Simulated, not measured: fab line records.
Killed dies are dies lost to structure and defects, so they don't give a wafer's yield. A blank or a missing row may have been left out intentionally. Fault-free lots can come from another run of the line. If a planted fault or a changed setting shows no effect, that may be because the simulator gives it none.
fab line records | flow n5_finfet
[record] lots = 7 | wafers = 21
route steps=1938 shown ZERO_LAYER@4 FIN_SAQP@100 DUMMY_GATE@221
start_h: start of the lot's first displayed wafer, in hours after the record's first day | wait_h: hours from the lot's prior step to this one | " repeats the value in the row above | L1.1+2: several wafers, shown together as one row | - either no value or no given start | * or withheld: withheld | < > ~ a bound
route shown NAME@n: a module of which the file shows steps, and the number in the route of the first | usual: mean/standard deviation taken from wafers without a fault | same: alike in all rows | chamber/n: place in a boat | sites: per-site readings | _std_site: standard deviation across them | _edge_site: the outer-site mean with the inner-site mean subtracted | radius_mm: how far each site lies from the wafer's centre | mask NAME#n: copy n | behind: tool/chamber where the wafer was last shaped | hold: why the lot was held/for how many hours/how that ended | device: which transistor (n, p or np) failed to switch | end of line: the same wafers' tests at the end of the route | where a step has no rows: the recipe by itself | killed: dies lost to structure and defects at the first sort, not the wafer's yield | map: shows each die of a wafer: x if killed, . if not, _ if none is there
set.NAME: setting as actually run; set.NAME@STEP: the setting as run at that earlier step | model.NAME: the simulator's own value behind a step, which no gauge read
lots where settings were altered on purpose, with a table for each step and a row for each wafer
[[steps]]
[step N5_ZERO_LAYER_PECVD_02]
[recipe] material = SiO2 | target_thk_a = 100 | temp_c = 400 | precursor = SiH4/N2O | pressure_torr = 0.75 | rf_w = 275 | time_s = 6
lot.wafer | tool     | chamber | start_h | wait_h | set.time_s | model.SiO2_of_ZERO_LAYER_PECVD_02.thk_nm
L075.1    | pecvd-02 | 0       | 18.29   | 0.0    | 6          | 10.08
L075.2    | "        | 1       | "       | "      | 6.61       | 11.1
L075.4    | "        | 0       | "       | "      | 6          | 10.11
L081.2    | pecvd-04 | 1       | 54.28   | 0.0    | 6          | 9.813
L081.4    | "        | 2       | "       | "      | 6          | 9.942
L081.6    | "        | 1       | "       | "      | 6          | 9.909
L084.1    | pecvd-02 | 2       | 72.30   | 0.0    | 5.476      | 9.365
L084.5    | "        | 0       | "       | "      | 6          | 10.34
L084.6    | "        | 2       | "       | "      | 5.476      | 9.554
L086.1    | pecvd-04 | 1       | 84.28   | 0.0    | 6.838      | 11.39
L086.4    | "        | 2       | "       | "      | 6          | 9.776
L086.5    | "        | 0       | "       | "      | 6          | 9.911
L090.1    | pecvd-02 | 2       | 108.28  | 0.0    | 6.43       | 10.78
L090.2    | "        | 1       | "       | "      | 6.43       | 10.75
L090.4    | "        | 2       | "       | "      | 6          | 10.13
L095.1    | pecvd-03 | 0       | 138.28  | 0.0    | 5.5        | 9.31
L095.2    | "        | 2       | "       | "      | 5.5        | 9.381
L095.3    | "        | 1       | "       | "      | 6          | 10.25
L096.1    | pecvd-02 | 1       | 144.28  | 0.0    | 6          | 9.822
L096.2    | "        | 0       | "       | "      | 6          | 10.07
L096.6    | "        | 1       | "       | "      | 6          | 10.12
[step N5_ZERO_LAYER_COAT_05]
[recipe] spin_rpm = 1500 | resist_thk_nm = 1000
lot.wafer | tool           | chamber | start_h | wait_h | set.spin_rpm | model.coat_of_ZERO_LAYER_COAT_05.thk_nm
L075.1    | litho_track-05 | 0       | -       | -      | 1500         | 999.4
L075.2    | "              | 0       | "       | "      | 1658         | 949.3
L075.4    | "              | 0       | "       | "      | 1500         | 998.9
L081.2    | litho_track-01 | 0       | -       | -      | 1500         | 999.3
L081.4    | "              | 0       | "       | "      | 1500         | 1000
L081.6    | "              | 0       | "       | "      | 1500         | 1004
L084.1    | litho_track-02 | 0       | -       | -      | 1500         | 999.2
L084.5+6  | "              | 0       | "       | "      | 1441         | 1017
L086.1    | litho_track-01 | 0       | -       | -      | 1500         | 999.7
L086.4    | "              | 0       | "       | "      | 1500         | 1001
L086.5    | "              | 0       | "       | "      | 1500         | 999.9
L090.1    | litho_track-01 | 0       | -       | -      | 1417         | 1035
L090.2    | "              | 0       | "       | "      | 1417         | 1033
L090.4    | "              | 0       | "       | "      | 1500         | 1002
L095.1    | litho_track-05 | 0       | -       | -      | 1500         | 993.3
L095.2    | "              | 0       | "       | "      | 1595         | 964.7
L095.3    | "              | 0       | "       | "      | 1500         | 997.1
L096.1    | litho_track-02 | 0       | -       | -      | 1500         | 997.5
L096.2    | "              | 0       | "       | "      | 1500         | 994.3
L096.6    | "              | 0       | "       | "      | 1643         | 953.7
[step N5_ZERO_LAYER_EBR_07]
[recipe] solvent = PGMEA | ebr_width_mm = 1.5
[step N5_ZERO_LAYER_SOFTBAKE_06]
[recipe] temp_c = 100 | time_s = 90
[step N5_ZERO_LAYER_DESCUM_16]
[recipe] chemistry = O2 | time_s = 7.9 | source_power_w = 50 | bias_power_w = 20 | pressure_mtorr = 20 | rf_frequency_hz = 2.712e+07 | temp_c = 40 | o2_flow_sccm = 225
[step N5_ZERO_LAYER_ETCH_17]
[recipe] chemistry = CF4 | target = SiO2 | target_depth_a = 120 | time_s = 13.3 | ion_energy_ev = 350 | pressure_mtorr = 40 | source_w = 450 | bias_w = 215 | Ar_flow_sccm = 100 | cf4_flow_sccm = 100
[step N5_ZERO_LAYER_ETCH_18]
[recipe] chemistry = HBr/Cl2 | target = Si | target_depth_a = 1200 | time_s = 40 | pressure_mtorr = 10 | icp_w = 800 | bias_w = 75 | HBr_flow_sccm = 150 | Cl2_flow_sccm = 80
lot.wafer | tool      | chamber | start_h | wait_h | set.spin_rpm@ZERO_LAYER_COAT_05 | model.coat_of_ZERO_LAYER_COAT_05.thk_nm
L075.1    | rie_si-02 | 2       | 18.92   | 0.0    | 1500                            | 929.2
L075.2    | "         | 1       | "       | "      | 1658                            | 880.2
L075.4    | "         | 0       | "       | "      | 1500                            | 929.8
L081.2    | rie_si-05 | 2       | 55.18   | 0.0    | 1500                            | 930.8
L081.4    | "         | 3       | "       | "      | 1500                            | 931.3
L081.6    | "         | 2       | "       | "      | 1500                            | 935.3
L084.1    | rie_si-03 | 1       | 72.93   | 0.0    | 1500                            | 929.1
L084.5    | "         | 1       | "       | "      | 1441                            | 947.3
L084.6    | "         | 0       | "       | "      | 1441                            | 947.9
L086.1    | rie_si-02 | 1       | 84.79   | 0.0    | 1500                            | 929.4
L086.4    | "         | 0       | "       | "      | 1500                            | 931.4
L086.5    | "         | 3       | "       | "      | 1500                            | 931.1
L090.1    | rie_si-03 | 2       | 108.91  | 0.0    | 1417                            | 964.7
L090.2    | "         | 3       | "       | "      | 1417                            | 962.7
L090.4    | "         | 1       | "       | "      | 1500                            | 932.8
L095.1    | rie_si-05 | 3       | 140.13  | 0.0    | 1500                            | 924.2
L095.2    | "         | 0       | "       | "      | 1595                            | 894.7
L095.3    | "         | 1       | "       | "      | 1500                            | 928.1
L096.1    | rie_si-02 | 0       | 144.83  | 0.0    | 1500                            | 929
L096.2    | "         | 2       | "       | "      | 1500                            | 924
L096.6    | "         | 2       | "       | "      | 1643                            | 883.6
[step N5_ZERO_LAYER_STRIP_24]
[recipe] chemistry = O2 | power_w = 1000 | temp_c = 250 | overash_fraction = 0.3 | pressure_mtorr = 1000 | o2_flow_sccm = 6750
[usual] strip_time_to_endpoint_s = 43.80/0.1
lot.wafer | tool            | chamber | start_h | wait_h | set.spin_rpm@ZERO_LAYER_COAT_05 | strip_time_to_endpoint_s
L075.1    | plasma_asher-02 | 0       | 19.02   | 0.1    | 1500                            | 43.81
L075.2    | "               | 1       | "       | "      | 1658                            | 42.33
L075.4    | "               | 1       | "       | "      | 1500                            | 43.83
L081.2    | plasma_asher-01 | 0       | 55.28   | 0.1    | 1500                            | 43.87
L081.4    | "               | 0       | "       | "      | 1500                            | 43.88
L081.6    | "               | 0       | "       | "      | 1500                            | 43.99
L084.1    | plasma_asher-01 | 1       | 73.03   | 0.1    | 1500                            | 43.82
L084.5    | "               | 1       | "       | "      | 1441                            | 44.36
L084.6    | "               | 0       | "       | "      | 1441                            | 44.36
L086.1    | plasma_asher-01 | 1       | 84.89   | 0.1    | 1500                            | 43.82
L086.4    | "               | 1       | "       | "      | 1500                            | 43.89
L086.5    | "               | 0       | "       | "      | 1500                            | 43.87
L090.1    | plasma_asher-02 | 1       | 109.02  | 0.1    | 1417                            | 44.88
L090.2    | "               | 0       | "       | "      | 1417                            | 44.81
L090.4    | "               | 0       | "       | "      | 1500                            | 43.90
L095.1    | plasma_asher-02 | 1       | 140.24  | 0.1    | 1500                            | 43.67
L095.2    | "               | 0       | "       | "      | 1595                            | 42.78
L095.3    | "               | 1       | "       | "      | 1500                            | 43.79
L096.1    | plasma_asher-02 | 0       | 144.94  | 0.1    | 1500                            | 43.81
L096.2    | "               | 1       | "       | "      | 1500                            | 43.67
L096.6    | "               | 1       | "       | "      | 1643                            | 42.45
[step N5_FIN_SAQP_PECVD_06]
[recipe] material = a-Si | target_thk_a = 600 | temp_c = 400 | precursor = SiH4/He | pressure_torr = 3 | rf_w = 100 | time_s = 48.1
lot.wafer | tool     | chamber | start_h | wait_h | set.time_s | model.a-Si_of_FIN_SAQP_PECVD_06.thk_nm
L075.1    | pecvd-01 | 0       | 28.70   | 0.0    | 48.1       | 59.68
L075.2    | "        | 1       | "       | "      | 48.1       | 60.06
L075.4    | "        | 2       | "       | "      | 48.1       | 61.12
L081.2    | pecvd-01 | 0       | 63.64   | 0.0    | 48.1       | 58.61
L081.4    | "        | 2       | "       | "      | 48.1       | 60.58
L081.6    | "        | 1       | "       | "      | 48.1       | 59.73
L084.1    | pecvd-04 | 0       | 80.73   | 0.0    | 50.22      | 60.53
L084.5    | "        | 1       | "       | "      | 50.22      | 63.03
L084.6    | "        | 0       | "       | "      | 48.1       | 58.95
L086.1    | pecvd-04 | 0       | 96.69   | 0.0    | 48.1       | 59.31
L086.4    | "        | 0       | "       | "      | 48.1       | 59.86
L086.5    | "        | 1       | "       | "      | 52.12      | 65.21
L090.1    | pecvd-04 | 0       | 116.96  | 0.0    | 48.1       | 58.89
L090.2    | "        | 2       | "       | "      | 48.1       | 60.89
L090.4    | "        | 2       | "       | "      | 48.1       | 61.48
L095.1    | pecvd-01 | 0       | 148.42  | 0.0    | 48.1       | 59.73
L095.2    | "        | 1       | "       | "      | 48.1       | 58.8
L095.3    | "        | 2       | "       | "      | 51.67      | 64.22
L096.1    | pecvd-04 | 1       | 152.74  | 0.0    | 48.1       | 59.07
L096.2    | "        | 2       | "       | "      | 50.15      | 63.06
L096.6    | "        | 2       | "       | "      | 50.15      | 63.41
[step N5_FIN_SAQP_THK_MEAS_07]
[usual] thk_nm = 60.0/0.86
lot.wafer | tool          | chamber | start_h | wait_h | set.time_s@FIN_SAQP_PECVD_06 | thk_nm
L075.1    | film_metro-02 | -       | 28.79   | 0.1    | 48.1                         | 59.7
L075.2    | "             | -       | "       | "      | 48.1                         | 60.0
L075.4    | "             | -       | "       | "      | 48.1                         | 61.1
L081.2    | film_metro-02 | -       | 63.73   | 0.1    | 48.1                         | 58.6
L081.4    | "             | -       | "       | "      | 48.1                         | 60.6
L081.6    | "             | -       | "       | "      | 48.1                         | 59.7
L084.1    | film_metro-02 | -       | 80.82   | 0.1    | 50.22                        | 60.5
L084.5    | "             | -       | "       | "      | 50.22                        | 63.0
L084.6    | "             | -       | "       | "      | 48.1                         | 58.9
L086.1    | film_metro-02 | -       | 96.78   | 0.1    | 48.1                         | 59.3
L086.4    | "             | -       | "       | "      | 48.1                         | 59.9
L086.5    | "             | -       | "       | "      | 52.12                        | 65.2
L090.1    | film_metro-01 | -       | 117.05  | 0.1    | 48.1                         | 58.9
L090.2    | "             | -       | "       | "      | 48.1                         | 61.0
L090.4    | "             | -       | "       | "      | 48.1                         | 61.5
L095.1    | film_metro-02 | -       | 148.51  | 0.1    | 48.1                         | 59.7
L095.2    | "             | -       | "       | "      | 48.1                         | 58.8
L095.3    | "             | -       | "       | "      | 51.67                        | 64.2
L096.1    | film_metro-01 | -       | 152.84  | 0.1    | 48.1                         | 59.1
L096.2    | "             | -       | "       | "      | 50.15                        | 63.1
L096.6    | "             | -       | "       | "      | 50.15                        | 63.4
[step N5_FIN_SAQP_EXPOSE_13]
[recipe] mask_id = FIN_CORE | na = 1.35 | source_shape = dipole | sigma_inner = 0.538 | sigma_outer = 0.738 | polarization = te | target_cd_nm = 35.6 | dose_mj = 63.25
lot.wafer  | tool            | chamber | start_h | wait_h | mask       | set.dose_mj
L075.1     | arfi_scanner-02 | 0       | 29.15   | -      | FIN_CORE#0 | 63.25
L075.2+4   | "               | 0       | "       | "      | FIN_CORE#0 | 65.93
L081.2+4+6 | arfi_scanner-02 | 0       | 64.10   | -      | FIN_CORE#0 | 63.25
L084.1     | arfi_scanner-03 | 0       | 81.17   | -      | FIN_CORE#0 | 61.49
L084.5+6   | "               | 0       | "       | "      | FIN_CORE#0 | 63.25
L086.1     | arfi_scanner-01 | 0       | 97.13   | -      | FIN_CORE#0 | 66.62
L086.4+5   | "               | 0       | "       | "      | FIN_CORE#0 | 63.25
L090.1+2+4 | arfi_scanner-01 | 0       | 117.40  | -      | FIN_CORE#0 | 63.25
L095.1+2+3 | arfi_scanner-01 | 0       | 148.87  | -      | FIN_CORE#0 | 67.36
L096.1+6   | arfi_scanner-03 | 0       | 153.22  | -      | FIN_CORE#0 | 66.91
L096.2     | "               | 0       | "       | "      | FIN_CORE#0 | 63.25
[step N5_FIN_SAQP_PEB_14]
[recipe] peb_temp_c = withheld | peb_time_s = 60 | resist = CAR-ArF
[step N5_FIN_SAQP_DEVELOP_15]
[recipe] develop_time_s = 30 | developer = TMAH | resist = CAR-ArF | dev_temp_c = 23 | rinse_liquid = diw | dry = air_spin
[step N5_FIN_SAQP_CD_MEAS_16]
[recipe] target_cd_nm = 35.6 | landing_energy_ev = 500 | detector = se_inlens
[usual] cd_nm = 35.6/0.42
lot.wafer | tool      | chamber | start_h | wait_h | set.dose_mj@FIN_SAQP_EXPOSE_13 | cd_nm
L075.1    | cd_sem-01 | 0       | 29.28   | -      | 63.25                          | 35.6
L075.2    | "         | 0       | "       | "      | 65.93                          | 34.3
L075.4    | "         | 0       | "       | "      | 65.93                          | 34.5
L081.2    | cd_sem-02 | 0       | 64.22   | -      | 63.25                          | 35.0
L081.4    | "         | 0       | "       | "      | 63.25                          | 35.4
L081.6    | "         | 0       | "       | "      | 63.25                          | 35.5
L084.1    | cd_sem-01 | 0       | 81.30   | -      | 61.49                          | 36.4
L084.5    | "         | 0       | "       | "      | 63.25                          | 35.8
L084.6    | "         | 0       | "       | "      | 63.25                          | 35.1
L086.1    | cd_sem-03 | 0       | 97.26   | -      | 66.62                          | 34.0
L086.4    | "         | 0       | "       | "      | 63.25                          | 35.4
L086.5    | "         | 0       | "       | "      | 63.25                          | 35.9
L090.1    | cd_sem-02 | 0       | 117.53  | -      | 63.25                          | 35.9
L090.2    | "         | 0       | "       | "      | 63.25                          | 36.0
L090.4    | "         | 0       | "       | "      | 63.25                          | 35.5
L095.1    | cd_sem-03 | 0       | 149.00  | -      | 67.36                          | 34.2
L095.2    | "         | 0       | "       | "      | 67.36                          | 34.8
L095.3    | "         | 0       | "       | "      | 67.36                          | 33.6
L096.1    | cd_sem-03 | 0       | 153.35  | -      | 66.91                          | 34.6
L096.2    | "         | 0       | "       | "      | 63.25                          | 36.0
L096.6    | "         | 0       | "       | "      | 66.91                          | 33.3
[step N5_FIN_SAQP_HM_OPEN_73]
[recipe] chemistry = CHF3/O2 | target = SiO2 | stop_on = a-Si | target_depth_a = 120 | over_etch_frac = 1.8 | mask_material = SOC | time_s = 16.8 | pressure_mtorr = 30 | source_w = 650 | bias_w = 170 | Ar_flow_sccm = 200 | CHF3_flow_sccm = 50 | O2_flow_sccm = 5 | ion_energy_ev = 200 | ends = end_point
[step N5_FIN_SAQP_STRIP_74]
[recipe] chemistry = CHF3/O2 | resist = SiARC | rf_frequency_hz = 6e+07
[step N5_FIN_SAQP_MANDREL_ETCH_22]
[recipe] target_depth_a = 600 | chemistry = HBr/Cl2 | target = a-Si | stop_on = SiNx | bt_time_s = 10 | over_etch_frac = 0.5 | time_s = 30 | pressure_mtorr = 10 | icp_w = 800 | bias_w = 75 | HBr_flow_sccm = 150 | Cl2_flow_sccm = 80 | ends = end_point
[usual] oes_product_au = 0.766/0.012
lot.wafer | tool      | chamber | start_h | wait_h | set.time_s@FIN_SAQP_PECVD_06 | oes_product_au | model.etch.depth_nm
L075.1    | rie_si-05 | 2       | 29.66   | 0.0    | 48.1                         | 0.766          | 59.68
L075.2    | "         | 0       | "       | "      | 48.1                         | 0.768          | 59.91
L075.4    | "         | 1       | "       | "      | 48.1                         | 0.777          | 61.12
L081.2    | rie_si-03 | 2       | 64.60   | 0.0    | 48.1                         | 0.772          | 58.61
L081.4    | "         | 0       | "       | "      | 48.1                         | 0.760          | 60.58
L081.6    | "         | 1       | "       | "      | 48.1                         | 0.753          | 59.73
L084.1    | rie_si-05 | 0       | 81.68   | 0.0    | 50.22                        | 0.778          | 60.53
L084.5    | "         | 2       | "       | "      | 50.22                        | 0.789          | 63.03
L084.6    | "         | 1       | "       | "      | 48.1                         | 0.761          | 58.95
L086.1    | rie_si-03 | 1       | 97.64   | 0.0    | 48.1                         | 0.755          | 59.31
L086.4    | "         | 3       | "       | "      | 48.1                         | 0.763          | 59.86
L086.5    | "         | 3       | "       | "      | 52.12                        | 0.800          | 65.21
L090.1    | rie_si-05 | 0       | 117.91  | 0.0    | 48.1                         | 0.764          | 58.89
L090.2    | "         | 2       | "       | "      | 48.1                         | 0.774          | 60.89
L090.4    | "         | 3       | "       | "      | 48.1                         | 0.786          | 61.48
L095.1    | rie_si-03 | 1       | 149.54  | 0.0    | 48.1                         | 0.745          | 59.68
L095.2    | "         | 3       | "       | "      | 48.1                         | 0.752          | 58.8
L095.3    | "         | 2       | "       | "      | 51.67                        | 0.821          | 64.22
L096.1    | rie_si-02 | 2       | 153.73  | 0.0    | 48.1                         | 0.755          | 59.07
L096.2    | "         | 0       | "       | "      | 50.15                        | 0.797          | 63.06
L096.6    | "         | 0       | "       | "      | 50.15                        | 0.792          | 63.25
[step N5_FIN_SAQP_STRIP_55]
[recipe] chemistry = N2/H2 | power_w = 500 | temp_c = 40 | pressure_mtorr = 50 | rf_frequency_hz = 6e+07 | overash_fraction = 0.3 | bias_power_w = 28 | h2_frac = 0.5 | n2_flow_sccm = 300 | h2_flow_sccm = 300
[step N5_FIN_SAQP_STRIP_23]
[recipe] chemistry = SPM | time_s = 750 | temp_c = 130 | h2so4_h2o2_vol_ratio = 4
[step N5_FIN_SAQP_RECESS_75]
[recipe] chemistry = HF/NH3 | target = SiO2 | target_depth_a = 144 | afs_cycles = 3 | temp_c = 30 | sublimation_temp_c = 180 | sublimation_time_s = 60
[step N5_FIN_SAQP_SPACER1_ALD_24]
[recipe] material = SiO2 | target_thk_a = 203 | temp_c = 300 | ald_precursor_family = BDEAS | ald_co_reactant = O2-plasma | pulse_time_s = 1 | purge_time_s = 2 | co_reactant_purge_time_s = 2 | ald_cycles = 218 | pressure_torr = 2
[step N5_FIN_SAQP_SPACER1_ETCHBACK_25]
[recipe] chemistry = CHF3/O2 | mode = anisotropic_etchback | target = SiO2 | target_depth_a = 244 | time_s = 12.2 | pressure_mtorr = 30 | source_w = 650 | bias_w = 170 | Ar_flow_sccm = 200 | CHF3_flow_sccm = 50 | O2_flow_sccm = 5 | ion_energy_ev = 200
lot.wafer | tool        | chamber | start_h | wait_h | set.time_s@FIN_SAQP_PECVD_06 | model.a-Si_of_FIN_SAQP_PECVD_06.thk_nm
L075.1    | rie_diel-04 | 1       | 31.26   | 0.4    | 48.1                         | 58.8
L075.2    | "           | 2       | "       | "      | 48.1                         | 59
L075.4    | "           | 2       | "       | "      | 48.1                         | 60.2
L081.2    | rie_diel-04 | 1       | 66.22   | 0.4    | 48.1                         | 57.6
L081.4    | "           | 2       | "       | "      | 48.1                         | 59.6
L081.6    | "           | 2       | "       | "      | 48.1                         | 58.8
L084.1    | rie_diel-04 | 2       | 83.53   | 0.4    | 50.22                        | 59.6
L084.5    | "           | 0       | "       | "      | 50.22                        | 62.2
L084.6    | "           | 3       | "       | "      | 48.1                         | 58
L086.1    | rie_diel-05 | 0       | 100.72  | 0.5    | 48.1                         | 58.4
L086.4    | "           | 0       | "       | "      | 48.1                         | 59
L086.5    | "           | 2       | "       | "      | 52.12                        | 64.4
L090.1    | rie_diel-05 | 3       | 119.45  | 0.4    | 48.1                         | 58
L090.2    | "           | 2       | "       | "      | 48.1                         | 60
L090.4    | "           | 1       | "       | "      | 48.1                         | 60.6
L095.1    | rie_diel-02 | 2       | 151.13  | 0.4    | 48.1                         | 58.8
L095.2    | "           | 0       | "       | "      | 48.1                         | 57.8
L095.3    | "           | 3       | "       | "      | 51.67                        | 63.4
L096.1    | rie_diel-04 | 0       | 155.55  | 0.4    | 48.1                         | 58.2
L096.2    | "           | 2       | "       | "      | 50.15                        | 62.2
L096.6    | "           | 0       | "       | "      | 50.15                        | 62.4
[step N5_FIN_SAQP_ETCH_65]
[recipe] chemistry = CF4 | target = SiO2 | target_depth_a = 40 | ion_energy_ev = 350 | time_s = 4.4 | pressure_mtorr = 10 | icp_w = 800 | bias_w = 400 | cf4_flow_sccm = 80
lot.wafer | tool      | chamber | start_h | wait_h | set.time_s | model.etch.depth_nm
L075.1    | rie_si-05 | 3       | 31.61   | 0.1    | 4.923      | 4.367
L075.2    | "         | 1       | "       | "      | 4.923      | 4.441
L075.4    | "         | 2       | "       | "      | 4.4        | 3.867
L081.2    | rie_si-03 | 2       | 66.72   | 0.1    | 4.4        | 4.064
L081.4    | "         | 0       | "       | "      | 4.4        | 3.92
L081.6    | "         | 3       | "       | "      | 4.4        | 4.024
L084.1    | rie_si-03 | 3       | 84.07   | 0.1    | 4.4        | 4.012
L084.5    | "         | 3       | "       | "      | 4.4        | 4.064
L084.6    | "         | 0       | "       | "      | 4.4        | 3.926
L086.1    | rie_si-02 | 3       | 101.08  | 0.1    | 4.4        | 3.955
L086.4    | "         | 2       | "       | "      | 4.4        | 4.055
L086.5    | "         | 1       | "       | "      | 3.713      | 3.405
L090.1    | rie_si-05 | 2       | 119.81  | 0.1    | 4.4        | 3.866
L090.2    | "         | 1       | "       | "      | 4.955      | 4.493
L090.4    | "         | 0       | "       | "      | 4.4        | 4.091
L095.1    | rie_si-03 | 2       | 151.52  | 0.1    | 5.279      | 4.929
L095.2    | "         | 0       | "       | "      | 4.4        | 4.001
L095.3    | "         | 1       | "       | "      | 4.4        | 4.125
L096.1    | rie_si-03 | 0       | 155.91  | 0.1    | 4.4        | 4.013
L096.2    | "         | 2       | "       | "      | 4.913      | 4.551
L096.6    | "         | 1       | "       | "      | 4.4        | 4.111
[step N5_DUMMY_GATE_PECVD_30]
[recipe] material = SiO2 | target_thk_a = 550 | temp_c = 400 | precursor = TEOS/O2 | pressure_torr = 6.5 | rf_w = withheld | teos_flow_sccm = withheld | gas = O2 | flow_sccm = 2650 | time_s = 10.8
lot.wafer | tool     | chamber | start_h | wait_h | set.time_s | model.SiO2_of_DUMMY_GATE_PECVD_30.thk_nm
L075.1    | pecvd-01 | 2       | 52.96   | 0.0    | 9.625      | 49.6
L075.2    | "        | 1       | "       | "      | 10.8       | 55.6
L075.4    | "        | 1       | "       | "      | 9.625      | 50.4
L081.2    | pecvd-02 | 0       | 89.53   | 0.0    | 10.8       | 54.4
L081.4    | "        | 2       | "       | "      | 10.8       | 54.6
L081.6    | "        | 1       | "       | "      | 10.8       | 56
L084.1    | pecvd-01 | 2       | 107.83  | 0.0    | 10.27      | 52.6
L084.5    | "        | 1       | "       | "      | 10.27      | 53
L084.6    | "        | 0       | "       | "      | 10.8       | 56
L086.1    | pecvd-01 | 2       | 124.13  | 0.0    | 10.8       | 55.6
L086.4    | "        | 1       | "       | "      | 11.68      | 60.2
L086.5    | "        | 0       | "       | "      | 10.8       | 56
L090.1    | pecvd-02 | 2       | 140.40  | 0.0    | 10.8       | 54.6
L090.2    | "        | 0       | "       | "      | 10.8       | 54.8
L090.4    | "        | 0       | "       | "      | 10.8       | 55.2
L095.1    | pecvd-01 | 2       | 178.53  | 0.0    | 9.383      | 49
L095.2    | "        | 0       | "       | "      | 10.8       | 55.4
L095.3    | "        | 1       | "       | "      | 9.383      | 47.6
L096.1    | pecvd-01 | 0       | 181.87  | 0.0    | 10.8       | 54.8
L096.2    | "        | 1       | "       | "      | 10.8       | 54.2
L096.6    | "        | 2       | "       | "      | 10.8       | 55.4
[[key]]
[split] step = N5_ZERO_LAYER_PECVD_02 | setting = time_s | stated = 6 | by = wafer
[response] step = N5_ZERO_LAYER_PECVD_02 | reading = model.SiO2_of_ZERO_LAYER_PECVD_02.thk_nm | change = +0.104 | per = 1% | r = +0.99
[split] step = N5_ZERO_LAYER_COAT_05 | setting = spin_rpm | stated = 1500 | by = wafer
[response] step = N5_ZERO_LAYER_COAT_05 | reading = model.coat_of_ZERO_LAYER_COAT_05.thk_nm | change = -4.74 | per = 1% | r = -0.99
[response] step = N5_ZERO_LAYER_ETCH_18 | reading = model.coat_of_ZERO_LAYER_COAT_05.thk_nm | change = -4.76 | per = 1% | r = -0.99
[response] step = N5_ZERO_LAYER_STRIP_24 | reading = strip_time_to_endpoint_s | change = * | per = 1% | r = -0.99
[split] step = N5_FIN_SAQP_PECVD_06 | setting = time_s | stated = 48.1 | by = wafer
[response] step = N5_FIN_SAQP_PECVD_06 | reading = model.a-Si_of_FIN_SAQP_PECVD_06.thk_nm | change = +0.702 | per = 1% | r = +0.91
[response] step = N5_FIN_SAQP_THK_MEAS_07 | reading = thk_nm | change = * | per = 1% | r = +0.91
[response] step = N5_FIN_SAQP_MANDREL_ETCH_22 | reading = oes_product_au | change = +0.00703 | per = 1% | r = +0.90
[response] step = N5_FIN_SAQP_MANDREL_ETCH_22 | reading = model.etch.depth_nm | change = +0.701 | per = 1% | r = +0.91
[response] step = N5_FIN_SAQP_SPACER1_ETCHBACK_25 | reading = model.a-Si_of_FIN_SAQP_PECVD_06.thk_nm | change = +0.712 | per = 1% | r = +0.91
[split] step = N5_FIN_SAQP_EXPOSE_13 | setting = dose_mj | stated = 63.25 | by = wafer
[response] step = N5_FIN_SAQP_CD_MEAS_16 | reading = cd_nm | change = -0.326 | per = 1% | r = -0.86
[split] step = N5_FIN_SAQP_ETCH_65 | setting = time_s | stated = 4.4 | by = wafer
[response] step = N5_FIN_SAQP_ETCH_65 | reading = model.etch.depth_nm | change = +0.0419 | per = 1% | r = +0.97
[split] step = N5_DUMMY_GATE_PECVD_30 | setting = time_s | stated = 10.8 | by = wafer
[response] step = N5_DUMMY_GATE_PECVD_30 | reading = model.SiO2_of_DUMMY_GATE_PECVD_30.thk_nm | change = +0.54 | per = 1% | r = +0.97
